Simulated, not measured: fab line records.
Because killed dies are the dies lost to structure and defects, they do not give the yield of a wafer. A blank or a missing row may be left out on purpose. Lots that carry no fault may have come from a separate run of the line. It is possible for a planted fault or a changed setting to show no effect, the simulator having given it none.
Split-lot study :: flow n5Finfet :: 7 lots, 21 wafers read, on a route of 1938 steps

THE SPLIT
At N5_BEOL_M3_COAT_05 (resist thk 30 nm), the setting spinRpm was moved away from the recipe's 1500 rpm on 5 of the 21 wafers read, by -10.7% to +7.9%. The other wafers ran this setting at the recipe's value.

FROM THE SPLIT TO THE READING: what the file shows between them, 4 steps
- N5_BEOL_M3_EBR_07
- N5_BEOL_M3_SOFTBAKE_06: time 60 s
- N5_BEOL_M3_DESCUM_16: chemistry O2, time 7 s
- N5_BEOL_M3_ETCH_74: etches underlayer in N2/H2, target depth 6.5 nm, time 5.2 s

THE READING
CAR-EUV_of_BEOL_M3_COAT_05.thkNm (the simulator's own value, which no gauge read), in nm, at N5_BEOL_M3_ETCH_63 (etches SiARC in CF4, target depth 15.6 nm, time 26 s). The file does not state a usual value for it. The 16 wafers here that ran the recipe average 11.2 nm, standard deviation 0.15 nm.

wafer: L077.1
tool, chamber at the split: lithoTrack-01, 0
spinRpm as run, rpm: 1500
against the recipe: recipe
CAR-EUV_of_BEOL_M3_COAT_05.thkNm, nm: 11.2
against lot-mates on the recipe: -

wafer: L077.2
tool, chamber at the split: lithoTrack-01, 0
spinRpm as run, rpm: 1500
against the recipe: recipe
CAR-EUV_of_BEOL_M3_COAT_05.thkNm, nm: 11.2
against lot-mates on the recipe: -

wafer: L077.3
tool, chamber at the split: lithoTrack-01, 0
spinRpm as run, rpm: 1500
against the recipe: recipe
CAR-EUV_of_BEOL_M3_COAT_05.thkNm, nm: 11.2
against lot-mates on the recipe: -

wafer: L076.2
tool, chamber at the split: lithoTrack-01, 0
spinRpm as run, rpm: 1500
against the recipe: recipe
CAR-EUV_of_BEOL_M3_COAT_05.thkNm, nm: 11.2
against lot-mates on the recipe: -

wafer: L076.6
tool, chamber at the split: lithoTrack-01, 0
spinRpm as run, rpm: 1500
against the recipe: recipe
CAR-EUV_of_BEOL_M3_COAT_05.thkNm, nm: 11.2
against lot-mates on the recipe: -

wafer: L076.4
tool, chamber at the split: lithoTrack-01, 0
spinRpm as run, rpm: 1500
against the recipe: recipe
CAR-EUV_of_BEOL_M3_COAT_05.thkNm, nm: 11.4
against lot-mates on the recipe: -

wafer: L080.2
tool, chamber at the split: lithoTrack-03, 0
spinRpm as run, rpm: 1340
against the recipe: -10.7%
CAR-EUV_of_BEOL_M3_COAT_05.thkNm, nm: 13
against lot-mates on the recipe: +1.8

wafer: L080.4
tool, chamber at the split: lithoTrack-03, 0
spinRpm as run, rpm: 1500
against the recipe: recipe
CAR-EUV_of_BEOL_M3_COAT_05.thkNm, nm: 11.2
against lot-mates on the recipe: -

wafer: L080.5
tool, chamber at the split: lithoTrack-03, 0
spinRpm as run, rpm: 1340
against the recipe: -10.7%
CAR-EUV_of_BEOL_M3_COAT_05.thkNm, nm: 12.8
against lot-mates on the recipe: +1.6

wafer: L090.3
tool, chamber at the split: lithoTrack-01, 0
spinRpm as run, rpm: 1500
against the recipe: recipe
CAR-EUV_of_BEOL_M3_COAT_05.thkNm, nm: 11.4
against lot-mates on the recipe: -

wafer: L090.4
tool, chamber at the split: lithoTrack-01, 0
spinRpm as run, rpm: 1500
against the recipe: recipe
CAR-EUV_of_BEOL_M3_COAT_05.thkNm, nm: 11.4
against lot-mates on the recipe: -

wafer: L090.6
tool, chamber at the split: lithoTrack-01, 0
spinRpm as run, rpm: 1500
against the recipe: recipe
CAR-EUV_of_BEOL_M3_COAT_05.thkNm, nm: 11.4
against lot-mates on the recipe: -

wafer: L093.1
tool, chamber at the split: lithoTrack-01, 0
spinRpm as run, rpm: 1500
against the recipe: recipe
CAR-EUV_of_BEOL_M3_COAT_05.thkNm, nm: 11
against lot-mates on the recipe: -

wafer: L093.5
tool, chamber at the split: lithoTrack-01, 0
spinRpm as run, rpm: 1500
against the recipe: recipe
CAR-EUV_of_BEOL_M3_COAT_05.thkNm, nm: 11
against lot-mates on the recipe: -

wafer: L093.4
tool, chamber at the split: lithoTrack-01, 0
spinRpm as run, rpm: 1375
against the recipe: -8.3%
CAR-EUV_of_BEOL_M3_COAT_05.thkNm, nm: 12.2
against lot-mates on the recipe: +1.2

wafer: L097.2
tool, chamber at the split: lithoTrack-02, 0
spinRpm as run, rpm: 1500
against the recipe: recipe
CAR-EUV_of_BEOL_M3_COAT_05.thkNm, nm: 11
against lot-mates on the recipe: -

wafer: L097.3
tool, chamber at the split: lithoTrack-02, 0
spinRpm as run, rpm: 1500
against the recipe: recipe
CAR-EUV_of_BEOL_M3_COAT_05.thkNm, nm: 11
against lot-mates on the recipe: -

wafer: L097.4
tool, chamber at the split: lithoTrack-02, 0
spinRpm as run, rpm: 1500
against the recipe: recipe
CAR-EUV_of_BEOL_M3_COAT_05.thkNm, nm: 11.2
against lot-mates on the recipe: -

wafer: L094.1
tool, chamber at the split: lithoTrack-01, 0
spinRpm as run, rpm: 1500
against the recipe: recipe
CAR-EUV_of_BEOL_M3_COAT_05.thkNm, nm: 11
against lot-mates on the recipe: -

wafer: L094.3
tool, chamber at the split: lithoTrack-01, 0
spinRpm as run, rpm: 1618
against the recipe: +7.9%
CAR-EUV_of_BEOL_M3_COAT_05.thkNm, nm: 10
against lot-mates on the recipe: -1.0

wafer: L094.5
tool, chamber at the split: lithoTrack-01, 0
spinRpm as run, rpm: 1618
against the recipe: +7.9%
CAR-EUV_of_BEOL_M3_COAT_05.thkNm, nm: 10
against lot-mates on the recipe: -1.0

FIT RESULTS
A straight line over all 21 wafers: CAR-EUV_of_BEOL_M3_COAT_05.thkNm changes by -0.151 nm for each +1% of spinRpm; r = -0.98; the points scatter about the line by 0.16 nm.
The same after taking each lot's own level away (the mean of its wafers on the recipe; 21 wafers): -0.146 nm for each +1%; r = -0.99; scatter 0.087 nm.
The reading moves by 1.6 nm for the largest change in spinRpm, on that fit.
Across the lots, their own levels run from 11.00 to 11.40 nm, a range of 2.7 times the standard deviation given above.
Hence the lot-to-lot level has little effect on the slope; both slopes agree.
Check: with one of the wafers moved furthest among these (-10.7%) left out of the fit, the line predicts +1.5 nm for it against its lot-mates. It came out at +1.8 nm against them.

THESE WAFERS: OTHER SPLITS
Before the reading, these wafers also passed through other splits. Each is held against what the fit with the lots' levels taken away leaves over:
other split on the same wafers: N5_BEOL_M2_EXPOSE_08 doseMj
wafers away from the commonest value: 8
r with CAR-EUV_of_BEOL_M3_COAT_05.thkNm (lot level and that fit taken away): -0.42

THE WHOLE CHAIN: every reading that the file lists as answering this split, in the file's order
step: N5_BEOL_M3_COAT_05
what it does: resist thk 30 nm
reading: CAR-EUV_of_BEOL_M3_COAT_05.thkNm (the simulator's own value, which no gauge read)
change (the file's fit): -0.158 nm for each +1% of the setting
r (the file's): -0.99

step: N5_BEOL_M3_DESCUM_16
what it does: chemistry O2, time 7 s
reading: CAR-EUV_of_BEOL_M3_COAT_05.thkNm (the simulator's own value, which no gauge read)
change (the file's fit): -0.143 nm for each +1% of the setting
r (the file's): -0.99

step: N5_BEOL_M3_ETCH_63
what it does: etches SiARC in CF4, target depth 15.6 nm, time 26 s
reading: CAR-EUV_of_BEOL_M3_COAT_05.thkNm (the simulator's own value, which no gauge read)
change (the file's fit): -0.147 nm for each +1% of the setting
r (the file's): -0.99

THE FILE'S OWN FIT
CAR-EUV_of_BEOL_M3_COAT_05.thkNm changes by -0.147 nm for each +1% of spinRpm, r = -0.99.
